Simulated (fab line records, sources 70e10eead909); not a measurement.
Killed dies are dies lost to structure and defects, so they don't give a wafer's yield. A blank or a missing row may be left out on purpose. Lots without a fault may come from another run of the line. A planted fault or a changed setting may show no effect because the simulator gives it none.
fab line records | flow nand_harc
record lots=7 wafers=21 last_day=23
route steps=1159 shown P_GATE@120 END@1159
lots that met no fault: from a run of the same line without faults
start_h: hours from the record's first day to the start of the lot's first wafer shown | wait_h: hours since the lot's step before | " the same as in the row above | L1.1+2: a row that stands for several wafers | - no value, or no start given | * or withheld: withheld | < > ~ a bound
route shown NAME@n: a module of which the file shows steps, and the number in the route of the first | usual: mean/standard deviation of fault-free wafers | same: alike in all rows | chamber/n: place in a boat | sites: the reading at each site | _std_site: their standard deviation | _edge_site: outer sites' mean less inner sites' | radius_mm: how far each site lies from the wafer's centre | mask NAME#n: copy n | behind: the tool/chamber that last shaped the wafer | hold: why the lot was held/for how many hours/how that ended | device: the transistor (n, p or np) that didn't switch | end of line: the same wafers' tests at the end of the route | a step without rows: its recipe alone | killed: dies lost to structure and defects at the first sort, not the wafer's yield | map: a wafer's dies, x killed, . not, _ none there
set.NAME: the setting as run; set.NAME@STEP: as run at that earlier step | model.NAME: the simulator's own value behind a step, which no gauge read
lots at some steps of the route; a table a step, a row a wafer
services: from which hour (start_h, from the record's first day; less than 0 if before it) a tool's chamber was out of use, for how many hours, and why
## steps
# step NHARC_P_GATE_PEB_09
# recipe peb_temp_c=118 peb_time_s=85
# step NHARC_P_GATE_DEVELOP_10
# recipe time_s=70
# step NHARC_P_GATE_CD_MEAS_11
# recipe target_cd_nm=1640 landing_energy_ev=500
# usual cd_nm=1639.7/2.2
# columns lot.wafer tool chamber start_h wait_h cd_nm
L675.1 cd_sem-02 0 86.51 - 1642.1
L675.2 " 0 " " 1640.8
L675.3 " 0 " " 1643.0
L681.2 cd_sem-03 0 124.27 - 1642.8
L681.3 " 0 " " 1640.0
L681.5 " 0 " " 1637.5
L683.1 cd_sem-01 0 130.16 - 1636.9
L683.3 " 0 " " 1637.5
L683.5 " 0 " " 1635.6
L684.4 cd_sem-01 0 150.83 - 1642.6
L684.5 " 0 " " 1643.7
L684.6 " 0 " " 1640.3
L688.2 cd_sem-01 0 167.43 - 1640.5
L688.3 " 0 " " 1639.4
L688.5 " 0 " " 1636.7
L689.2 cd_sem-01 0 167.58 - 1640.7
L689.4 " 0 " " 1638.1
L689.5 " 0 " " 1643.0
L692.1 cd_sem-02 0 188.84 - 1639.4
L692.5 " 0 " " 1641.5
L692.6 " 0 " " 1641.4
# step NHARC_P_GATE_HARDBAKE_12
# recipe temp_c=125 time_s=80
# step NHARC_P_GATE_DESCUM_13
# recipe time_s=3 o2_flow_sccm=200 ar_flow_sccm=0 bias_power_w=0 chemistry=O2
# usual drypump_motor_current_A=5.6/0.56 oes_product_au=1.008/0.013 rf_vpp_V=57.8/0.86 showerhead_plenum_p_Torr=1.92/0.067 throttle_valve_pct=11.311/0.0092
# columns lot.wafer tool chamber start_h wait_h drypump_motor_current_A oes_product_au rf_hours_counter_h rf_vpp_V showerhead_plenum_p_Torr throttle_valve_pct
L675.2 rie_diel-04 1 86.67 - 5.0 0.987 22 57.4 1.92 11.305
L675.3 " 2 " " 5.8 1.015 23 57.5 1.98 11.317
L675.1 " 0 " " 5.9 0.993 23 57.7 1.90 11.324
L681.2 rie_diel-07 2 124.44 - 6.6 1.014 22 57.6 1.90 11.316
L681.3 " 3 " " 5.1 1.007 21 58.7 1.95 11.303
L681.5 " 3 " " 5.1 1.007 - 59.1 1.95 11.306
L683.3 rie_diel-05 0 130.43 - 6.3 1.006 50 57.7 1.90 11.314
L683.1 " 1 " " 5.3 0.999 51 56.1 1.77 11.313
L683.5 " 0 " " 6.3 1.017 - 57.3 1.90 11.321
L684.4 rie_diel-07 0 151.22 - 5.1 1.004 34 56.2 1.77 11.306
L684.5 " 2 " " 6.6 1.027 - 57.5 1.90 11.299
L684.6 " 3 " " 5.1 1.018 - 57.7 1.95 11.316
L688.2 rie_diel-04 0 167.59 - 6.0 1.027 11 58.0 1.90 11.326
L688.3 " 1 " " 5.1 1.000 12 57.8 1.91 11.328
L688.5 " 0 " " 6.0 1.022 - 57.6 1.90 11.288
L689.4 rie_diel-04 2 167.77 - 5.8 1.022 13 58.6 1.98 11.315
L689.2 " 3 " " 5.5 1.000 12 56.5 2.02 11.317
L689.5 " 0 " " 5.9 1.023 - 56.9 1.90 11.303
L692.1 rie_diel-07 2 189.02 - 6.6 1.025 43 58.3 1.90 11.304
L692.5 " 0 " " 5.1 1.012 - 56.5 1.76 11.299
L692.6 " 1 " " 4.9 1.014 - 58.7 1.96 11.298
# step NHARC_P_GATE_ETCH_14
# recipe target_depth_a=488 chemistry=dHF material=SiO2
# step NHARC_P_GATE_STRIP_15
# recipe time_s=780 temp_c=130 chemistry=SPM
# step NHARC_P_GATE_PRECLEAN_71
# recipe time_s=* temp_c=50 bath_age_min=0 chemistry=SC1
# step NHARC_P_GATE_SRD_72
# step NHARC_P_GATE_OXIDE_16
# recipe target_thk_a=30 temp_c=875 ox_time_s=392 material=SiO2
# step NHARC_P_GATE_CVD_17
# recipe target_thk_a=1500 temp_c=620 time_s=900 material=poly-Si
# step NHARC_P_GATE_HM_DEP_102
# recipe target_thk_a=1200 temp_c=400 material=aC
# usual throttle_valve_pct=35.001/0.0099
# columns lot.wafer tool chamber start_h wait_h throttle_valve_pct
L675.1 acl_dep-02 0 99.93 1.3 35.022
L675.2 " 0 " " 35.008
L675.3 " 0 " " 34.983
L681.2 acl_dep-03 0 137.55 0.5 35.001
L681.3 " 0 " " 35.017
L681.5 " 0 " " 34.989
L683.1 acl_dep-01 0 142.73 0.4 34.983
L683.3 " 0 " " 35.005
L683.5 " 0 " " 35.011
L684.4 acl_dep-01 0 163.55 0.7 34.995
L684.5 " 0 " " 35.001
L684.6 " 0 " " 35.021
L688.2 acl_dep-03 0 182.58 3.0 34.989
L688.3 " 0 " " 34.986
L688.5 " 0 " " 35.002
L689.2 acl_dep-03 0 183.21 3.6 35.008
L689.4 " 0 " " 35.018
L689.5 " 0 " " 34.987
L692.1 acl_dep-03 0 201.03 0.4 34.983
L692.5 " 0 " " 35.011
L692.6 " 0 " " 35.025
# step NHARC_P_GATE_DEP_103
# recipe target_thk_a=300 target_thk_nm=30 temp_c=400 flow_sccm=200 rf_w=350 material=SiON
# usual heater_power_w=779/120
# columns lot.wafer tool chamber start_h wait_h heater_power_w
L675.2 pecvd-03 1 100.58 0.4 787
L675.3 " 2 " " 643
L675.1 " 0 " " 759
L675.2 pecvd-03 1 100.94 0.3 780
L675.3 " 2 " " 641
L675.1 " 0 " " 751
L681.2 pecvd-04 0 138.10 0.4 1000
L681.3 " 1 " " 749
L681.5 " 1 " " 769
L683.1 pecvd-02 1 143.39 0.6 986
L683.3 " 0 " " 546
L683.5 " 0 " " 561
L683.1 pecvd-02 1 143.75 0.3 974
L683.3 " 0 " " 541
L683.5 " 0 " " 542
L684.6 pecvd-03 0 164.23 0.3 728
L684.5 " 1 " " 768
L684.4 " 2 " " 732
L684.6 pecvd-03 0 165.08 0.8 730
L684.5 " 1 " " 774
L684.4 " 2 " " 727
L688.2 pecvd-03 0 183.13 0.4 701
L688.3 " 1 " " 785
L688.5 " 1 " " 797
L689.2 pecvd-02 2 183.83 0.5 771
L689.4 " 1 " " 967
L689.5 " 2 " " 800
L692.1 pecvd-02 2 201.67 0.5 769
L692.6 " 0 " " 678
L692.5 " 1 " " 992
# step NHARC_P_GATE_DEHYDRATE_18
# recipe temp_c=150 time_s=120
# step NHARC_END_SORT_01
# recipe temp_c=25
# usual killed_at_array=28/10 killed_at_other=0.6/1.1 killed_at_periphery=3.6/2.6 killed_dies=32/10 killed_open=3.3/1.8 killed_short=1.9/1.4
# same gross_dies=677
# columns lot.wafer tool chamber start_h wait_h killed_at_array killed_at_other killed_at_periphery killed_dies killed_open killed_short
L675.1 prober-02 0 483.93 2.5 23 0 1 24 3 0
L675.2 prober-02 0 484.73 2.8 20 0 6 26 1 4
L675.3 prober-02 0 485.53 3.1 22 0 7 29 1 0
# killed by level:class
L675.1 A_CHANNEL_HOLE_D1:chamber_film_flake=16 A_M0:geometric_particle:open=2 A_STAIRCASE:chamber_film_flake=2 A_CONTACT:geometric_particle:open=1 P_M1:chamber_film_flake=1 A_WL_FILL:chamber_film_flake=1 A_CONTACT:chamber_film_flake=1
L675.2 A_CHANNEL_HOLE_D1:chamber_film_flake=14 P_GATE:chamber_film_flake=2 P_CONTACT:geometric_particle:short=1 P_M0:geometric_particle:short=1 A_ONON_D1:geometric_particle:short=1 A_CHANNEL_FILL_D1:geometric_particle:short=1 A_CONTACT:geometric_particle:open=1 P_ZERO_WELL:chamber_film_flake=1
L675.3 A_CHANNEL_HOLE_D1:chamber_film_flake=15 A_STAIRCASE:chamber_film_flake=6 P_M1:chamber_film_flake=4 P_CONTACT:geometric_particle:open=1 P_ZERO_WELL:chamber_film_flake=1 P_STI:chamber_film_flake=1 A_WL_FILL:chamber_film_flake=1
## services
# columns tool chamber start_h hours kind
rie_diel-07 2 107.05 2.9 repair
pecvd-03 - 111.00 13.0 pm
pecvd-03 0 111.00 13.0 vent_cycle
pecvd-03 1 111.00 13.0 vent_cycle
pecvd-03 2 111.00 13.0 vent_cycle
pecvd-02 - 111.21 0.7 repair
rie_diel-04 - 111.91 9.0 pm
acl_dep-01 - 112.48 13.0 pm
pecvd-03 0 124.00 - clean
pecvd-03 1 124.00 - clean
pecvd-03 2 124.00 - clean
rie_diel-07 - 124.81 0.4 repair
rie_diel-07 - 134.69 0.1 repair
acl_dep-02 - 147.30 12.4 repair
pecvd-02 - 153.67 13.0 pm
pecvd-02 0 153.67 13.0 vent_cycle
pecvd-02 1 153.67 13.0 vent_cycle
rie_diel-05 - 163.62 9.0 pm
acl_dep-02 - 168.29 13.0 pm
pecvd-02 - 168.86 2.6 repair
rie_diel-05 0 172.99 1.4 repair
pecvd-04 0 186.26 3.5 repair
rie_diel-05 0 189.75 3.0 repair
pecvd-04 - 195.37 13.0 pm
## key
first_sign step=NHARC_P_GATE_DEP_103 reading=visit direction=added
effect none on later readings
met_at NHARC_P_GATE_DEP_103
struck_wafers L675.1,L675.2,L675.3,L683.1,L683.3,L683.5,L684.4,L684.5,L684.6
tester_left_out L675,L683,L684
fault kind=repeated_step_whole tool=pecvd-02,pecvd-03,pecvd-04 chamber=- onset_h=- steps=NHARC_P_GATE_DEP_103 times=1 scope=struck_lots_only
# tester_left_out: of these lots the tester's yield and bins aren't shown, on N5 and GAA mostly nor the transistor test; their killed dies are dies lost to structure and defects alone, not to doping, threshold or leakage, so they don't give the yield
